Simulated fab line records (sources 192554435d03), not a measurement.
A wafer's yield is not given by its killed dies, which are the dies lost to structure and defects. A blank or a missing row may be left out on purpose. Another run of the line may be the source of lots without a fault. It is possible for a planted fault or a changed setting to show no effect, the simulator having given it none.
fab line records | flow n5_finfet | part 2 of 2: steps 7 to 7 of 7
record: lots: 7 wafers: 21 last_day: 17
route steps=1938 shown BEOL_M4@1111 BEOL_M11@1570 BEOL_M15@1830 PASSIVATION@1936
lots untouched by any fault: they come from a run of this same line in which no faults occurred
start_h: start of the lot's first displayed wafer, in hours after the record's first day | wait_h: how many hours have passed since the lot's step before this one | " repeats the value in the row above | L1.1+2: one row covering several wafers at once | - either no value or no given start | * or withheld: withheld | < > ~ a bound
route shown NAME@n: NAME is a module with steps in the file, n the number in the route of the first one | usual: the fault-free wafers' mean and standard deviation | same: alike in all rows | chamber/n: place in a boat | sites: readings site by site | _std_site: the values' standard deviation | _edge_site: mean of outer sites minus mean of inner sites | radius_mm: for every site, how far away it sits from the centre of the wafer | mask NAME#n: copy n | behind: the tool/chamber that last shaped the wafer | hold: what put the lot on hold/how long, in hours/how the hold closed | device: the transistor (n, p or np) that didn't switch | end of line: at the end of the route, the tests of the same wafers | a step without rows: its recipe alone | killed: at the first sort, the dies lost to defects and structure; wafer yield is something else | map: a wafer's dies, x killed, . not, _ none there
set.NAME: setting as actually run; set.NAME@STEP: the setting as run at that earlier step | model.NAME: the simulator's own value behind a step, which no gauge read
steps of the route over a sample of lots; a table a step, a row a wafer
services: from which hour (start_h, from the record's first day; less than 0 if before it) a tool's chamber was out of use, for how many hours, and why
== steps ==
step: N5_PASSIVATION_PROBE_49
usual: defect_limited_yield: 91.2/1.6 killed_at_M0_to_M3: 33/11 killed_at_M4_up: 15/6.2 killed_at_contacts: 15/7.1 killed_at_front_end: 38/12 killed_at_other: 4/3.5 killed_dies: 104/19 killed_open: 69/14 killed_short: 34/8.5 sort_bin_4_leakage: 0/0 sort_bin_5_function: 5.2/0.99 sort_bin_6_memory: 3.3/0.77 sort_n_pass: 1076/19 sort_yield_pct: 91.2/1.6
same: gross_dies: 1180 killed_at_back_side: 0 sort_bin_8_speed[%]: 0
columns lot.wafer tool chamber start_h wait_h defect_limited_yield[%] killed_at_M0_to_M3 killed_at_M4_up killed_at_contacts killed_at_front_end killed_at_other killed_dies killed_open killed_short sort_bin_4_leakage[%] sort_bin_5_function[%] sort_bin_6_memory[%] sort_n_pass sort_yield_pct[%]
L101.1 prober-02 - 264.78 0.0 92.4 21 9 7 49 4 90 59 30 0 4.6 2.8 1090 92.4
L101.2 prober-02 - 264.83 0.1 90.3 42 6 19 36 11 114 74 39 0 5.3 3.9 1066 90.3
L101.5 prober-02 - 264.98 0.2 90.8 44 11 10 39 5 109 75 34 0 6.1 3.0 1071 90.8
L105.4 prober-01 - 311.25 0.2 91.9 39 5 12 37 2 95 67 28 0 5.2 2.7 1085 91.9
L105.5 prober-01 - 311.30 0.2 92.7 27 11 14 34 0 86 63 23 0 4.5 2.5 1094 92.7
L105.6 prober-01 - 311.35 0.3 90.2 27 18 21 50 0 116 76 40 0 5.8 3.7 1064 90.2
L112.1 prober-02 - 335.06 0.0 91.1 29 18 16 38 4 105 69 36 0 4.7 3.9 1075 91.1
L112.2 prober-02 - 335.11 0.1 91.4 37 26 8 29 2 102 64 36 0 5.3 3.1 1078 91.4
L112.3 prober-02 - 335.16 0.1 91.4 36 28 8 25 5 102 63 37 0 5.1 3.4 1078 91.4
L111.1 prober-02 - 343.01 0.0 92.8 33 13 6 33 0 85 66 18 0 4.2 2.6 1095 92.8
L111.3 prober-02 - 343.11 0.1 92.5 31 8 12 36 1 88 59 29 0 4.2 3.0 1092 92.5
L111.6 prober-02 - 343.26 0.3 93.4 25 19 3 30 1 78 52 25 0 3.3 3.1 1102 93.4
L117.1 prober-02 - 370.29 0.7 89.2 29 49 5 44 1 128 62 34 2.63 5.0 3.1 1052 89.2
L117.2 prober-02 - 370.34 0.8 87.5 26 51 19 51 0 147 83 32 2.63 5.3 4.3 1033 87.5
L117.6 prober-02 - 370.54 1.0 89.2 30 59 6 32 1 128 69 31 2.37 5.4 2.8 1052 89.2
L118.1 prober-01 - 374.39 0.0 89.9 35 47 11 24 2 119 57 32 2.54 4.6 2.7 1061 89.9
L118.4 prober-01 - 374.54 0.2 94.2 24 11 13 19 2 69 40 26 0 3.9 1.6 1111 94.2
L118.6 prober-01 - 374.64 0.3 90.8 30 38 9 28 3 108 53 29 2.12 4.1 2.9 1072 90.8
L123.1 prober-02 - 416.80 0.0 91.5 39 11 24 24 2 100 72 25 0 4.2 4.2 1080 91.5
L123.2 prober-02 - 416.85 0.1 88.7 45 18 29 36 5 133 86 47 0 6.4 4.4 1047 88.7
L123.3 prober-02 - 416.90 0.1 89.3 26 16 18 58 8 126 90 36 0 6.2 4.2 1054 89.3
killed by level:class
L101.1 STI_FIN_REVEAL:geometric_particle:open=13 FIN_SAQP:geometric_particle:open=12 BEOL_M0_SAQP:geometric_particle:short=7 MOL_CONTACT_COAG:geometric_particle:open=6 STARTING-WAFER:geometric_particle:open=5 FIN_SAQP:geometric_particle:short=4 DUMMY_GATE:geometric_particle:open=4 BEOL_M4:geometric_particle:open=3
L101.2 MOL_CONTACT_COAG:geometric_particle:open=17 BEOL_M0_SAQP:geometric_particle:short=13 BEOL_M1:geometric_particle:open=10 BEOL_M0_SAQP:geometric_particle:open=9 FIN_SAQP:geometric_particle:open=7 DUMMY_GATE:geometric_particle:open=6 FIN_SAQP:geometric_particle:short=4 STI_FIN_REVEAL:geometric_particle:open=4
L101.5 BEOL_M3:geometric_particle:open=11 BEOL_M0_SAQP:geometric_particle:open=11 BEOL_M0_SAQP:geometric_particle:short=10 FIN_SAQP:geometric_particle:open=9 FIN_SAQP:geometric_particle:short=7 DUMMY_GATE:geometric_particle:open=7 MOL_CONTACT_COAG:geometric_particle:open=7 BEOL_M4:geometric_particle:open=5
L105.4 STI_FIN_REVEAL:geometric_particle:open=11 BEOL_M2:geometric_particle:open=11 MOL_CONTACT_COAG:geometric_particle:open=10 BEOL_M1:geometric_particle:open=9 FIN_SAQP:geometric_particle:open=8 BEOL_M0_SAQP:geometric_particle:short=8 STI_FIN_REVEAL:geometric_particle:short=3 ILD0:geometric_particle:open=3
L105.5 STI_FIN_REVEAL:geometric_particle:open=15 MOL_CONTACT_COAG:geometric_particle:open=13 BEOL_M2:geometric_particle:open=9 STARTING-WAFER:geometric_particle:short=5 BEOL_M1:geometric_particle:open=4 BEOL_M0:geometric_particle:short=4 BEOL_M3:geometric_particle:open=4 BEOL_M5:geometric_particle:open=4
L105.6 STI_FIN_REVEAL:geometric_particle:open=13 MOL_CONTACT_COAG:geometric_particle:open=13 BEOL_M4:geometric_particle:open=11 FIN_SAQP:geometric_particle:open=8 MOL_CONTACT_COAG:geometric_particle:short=8 BEOL_M0_SAQP:geometric_particle:short=6 DUMMY_GATE:geometric_particle:open=5 STARTING-WAFER:geometric_particle:short=4
L112.1 FIN_SAQP:geometric_particle:open=11 MOL_CONTACT_COAG:geometric_particle:open=10 BEOL_M2:geometric_particle:open=8 STI_FIN_REVEAL:geometric_particle:open=7 BEOL_M1:geometric_particle:open=7 MOL_CONTACT_COAG:geometric_particle:short=6 BEOL_M0_SAQP:geometric_particle:open=4 BEOL_M0_SAQP:geometric_particle:short=4
L112.2 BEOL_M4:geometric_particle:open=15 BEOL_M2:geometric_particle:open=11 STI_FIN_REVEAL:geometric_particle:open=7 MOL_CONTACT_COAG:geometric_particle:open=6 BEOL_M1:geometric_particle:open=6 BEOL_M4:geometric_particle:short=6 BEOL_M3:geometric_particle:open=5 STI_FIN_REVEAL:geometric_particle:short=4
L112.3 BEOL_M4:geometric_particle:open=18 BEOL_M0_SAQP:geometric_particle:short=13 STI_FIN_REVEAL:geometric_particle:open=10 BEOL_M1:geometric_particle:open=7 BEOL_M0_SAQP:geometric_particle:open=7 MOL_CONTACT_COAG:geometric_particle:open=6 BEOL_M4:geometric_particle:short=5 BEOL_M1:geometric_particle:short=3
L111.1 BEOL_M3:geometric_particle:open=11 STI_FIN_REVEAL:geometric_particle:open=10 BEOL_M2:geometric_particle:open=8 GATE_CUT:geometric_particle:open=6 GATE_CUT:geometric_particle:short=6 BEOL_M1:geometric_particle:open=5 BEOL_M5:geometric_particle:open=5 ILD0:geometric_particle:open=4
L111.3 MOL_CONTACT_COAG:geometric_particle:open=11 GATE_CUT:geometric_particle:open=11 GATE_CUT:geometric_particle:short=8 BEOL_M0:geometric_particle:open=6 BEOL_M0_SAQP:geometric_particle:open=5 STI_FIN_REVEAL:geometric_particle:open=4 BEOL_M0_SAQP:geometric_particle:short=4 BEOL_M1:geometric_particle:open=4
L111.6 BEOL_M0_SAQP:geometric_particle:open=8 BEOL_M4:geometric_particle:open=6 GATE_CUT:geometric_particle:short=5 BEOL_M3:geometric_particle:open=5 SPACER0:geometric_particle:short=4 GATE_CUT:geometric_particle:open=4 STARTING-WAFER:geometric_particle:open=4 BEOL_M5:geometric_particle:open=4
L117.1 M11:area_ald=31 STI_FIN_REVEAL:geometric_particle:open=13 BEOL_M0_SAQP:geometric_particle:open=9 BEOL_M0_SAQP:geometric_particle:short=9 BEOL_M4:geometric_particle:open=9 DUMMY_GATE:geometric_particle:open=6 DUMMY_GATE:geometric_particle:short=5 BEOL_M2:geometric_particle:short=5
L117.2 M11:area_ald=31 MOL_CONTACT_COAG:geometric_particle:open=17 BEOL_M4:geometric_particle:open=13 FIN_SAQP:geometric_particle:open=11 FIN_SAQP:geometric_particle:short=11 DUMMY_GATE:geometric_particle:open=7 BEOL_M0_SAQP:geometric_particle:open=7 STI_FIN_REVEAL:geometric_particle:open=6
L117.6 M11:area_ald=28 BEOL_M4:geometric_particle:open=18 BEOL_M2:geometric_particle:open=9 FIN_SAQP:geometric_particle:open=7 BEOL_M3:geometric_particle:open=7 FIN_SAQP:geometric_particle:short=6 BEOL_M4:geometric_particle:short=5 STI_FIN_REVEAL:geometric_particle:open=4
L118.1 M11:area_ald=30 BEOL_M0_SAQP:geometric_particle:short=11 BEOL_M4:geometric_particle:open=11 MOL_CONTACT_COAG:geometric_particle:open=9 BEOL_M0_SAQP:geometric_particle:open=9 FIN_SAQP:geometric_particle:short=7 BEOL_M1:geometric_particle:open=7 DUMMY_GATE:geometric_particle:open=5
L118.4 MOL_CONTACT_COAG:geometric_particle:open=12 BEOL_M0_SAQP:geometric_particle:short=9 BEOL_M2:geometric_particle:open=5 STI_FIN_REVEAL:geometric_particle:open=4 BEOL_M2:geometric_particle:short=4 BEOL_M4:geometric_particle:open=4 STARTING-WAFER:geometric_particle:open=4 FIN_SAQP:geometric_particle:short=3
L118.6 M11:area_ald=25 BEOL_M0_SAQP:geometric_particle:open=9 MOL_CONTACT_COAG:geometric_particle:open=9 STI_FIN_REVEAL:geometric_particle:open=7 BEOL_M0_SAQP:geometric_particle:short=7 FIN_SAQP:geometric_particle:short=6 BEOL_M0:geometric_particle:open=5 STARTING-WAFER:geometric_particle:short=5
L123.1 MOL_CONTACT_COAG:geometric_particle:open=19 BEOL_M2:geometric_particle:open=11 BEOL_M1:geometric_particle:open=8 BEOL_M3:geometric_particle:open=7 MOL_CONTACT_COAG:geometric_particle:short=5 STI_FIN_REVEAL:geometric_particle:open=4 STI_FIN_REVEAL:geometric_particle:short=4 FIN_SAQP:geometric_particle:open=3
L123.2 MOL_CONTACT_COAG:geometric_particle:open=19 FIN_SAQP:geometric_particle:open=13 BEOL_M0_SAQP:geometric_particle:short=11 MOL_CONTACT_COAG:geometric_particle:short=10 BEOL_M4:geometric_particle:open=8 BEOL_M0_SAQP:geometric_particle:open=7 BEOL_M2:geometric_particle:open=7 BEOL_M3:geometric_particle:open=7
L123.3 FIN_SAQP:geometric_particle:open=15 STI_FIN_REVEAL:geometric_particle:open=14 MOL_CONTACT_COAG:geometric_particle:open=13 BEOL_M4:geometric_particle:open=10 FIN_SAQP:geometric_particle:short=9 BEOL_M0_SAQP:geometric_particle:open=8 PASS1_CAP:geometric_particle:open=6 BEOL_M0_SAQP:geometric_particle:short=6
== services ==
columns tool chamber start_h hours kind
rie_diel-04 3 206.29 13.1 repair
ald_metal-04 1 235.12 6.6 repair
ald_metal-02 - 259.49 14.6 pm
rie_diel-03 0 268.67 3.8 repair
rie_diel-04 0 271.49 3.0 repair
ald_metal-04 3 273.42 4.0 repair
rie_diel-04 0 283.51 6.1 repair
rie_diel-04 2 291.59 9.0 repair
ald_metal-02 3 294.29 7.3 repair
rie_diel-04 1 299.71 3.5 repair
rie_diel-04 1 303.62 - clean
rie_diel-04 1 303.62 - consumable_replace:focus_ring
rie_diel-04 1 303.62 33.7 scheduled_down
rie_diel-04 1 303.62 33.7 vent_cycle
rie_diel-04 3 313.50 3.9 repair
rie_diel-04 2 319.23 6.4 repair
ald_metal-04 2 322.90 7.5 repair
ald_metal-02 - 327.46 0.6 repair
ald_metal-03 - 337.30 14.0 pm
ald_metal-03 0 337.30 14.0 vent_cycle
ald_metal-03 1 337.30 14.0 vent_cycle
ald_metal-03 2 337.30 14.0 vent_cycle
ald_metal-03 3 337.30 14.0 vent_cycle
ald_metal-03 0 351.30 - clean
== key ==
first_sign: step: N5_BEOL_M11_ALD_74 reading: ald_cycles direction: down sigmas: 99+ usual: * struck: *
effect: step: N5_BEOL_M15_RC_MEAS_101 reading: COMB_M11 direction: up sigmas: 99+ usual: 1.5e-11 struck: 4.8e-10
effect: step: N5_PASSIVATION_PROBE_49 reading: sort_bin_4_leakage direction: up sigmas: 29 usual: 0 struck: 2.46
more_kills_born_at: N5_BEOL_M11_ALD_74@ald_metal-04: 145
met_at N5_BEOL_M11_ALD_74
struck_lots L117,L118
struck_wafers L117.1,L117.2,L117.6,L118.1,L118.6
not_acting_at N5_BEOL_M11_INSPECT_30,N5_BEOL_M11_VIA_ETCH_34,N5_BEOL_M11_CD_MEAS_35
onset_between 293.04 324.48
fault: kind: process_parameter_drift tool: ald_metal-04 chamber: - onset_h: 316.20 steps: N5_BEOL_M11_ALD_74 channel: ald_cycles offset: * shape: step end_h: 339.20 scope: struck_wafers_only acts_in: * stated: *
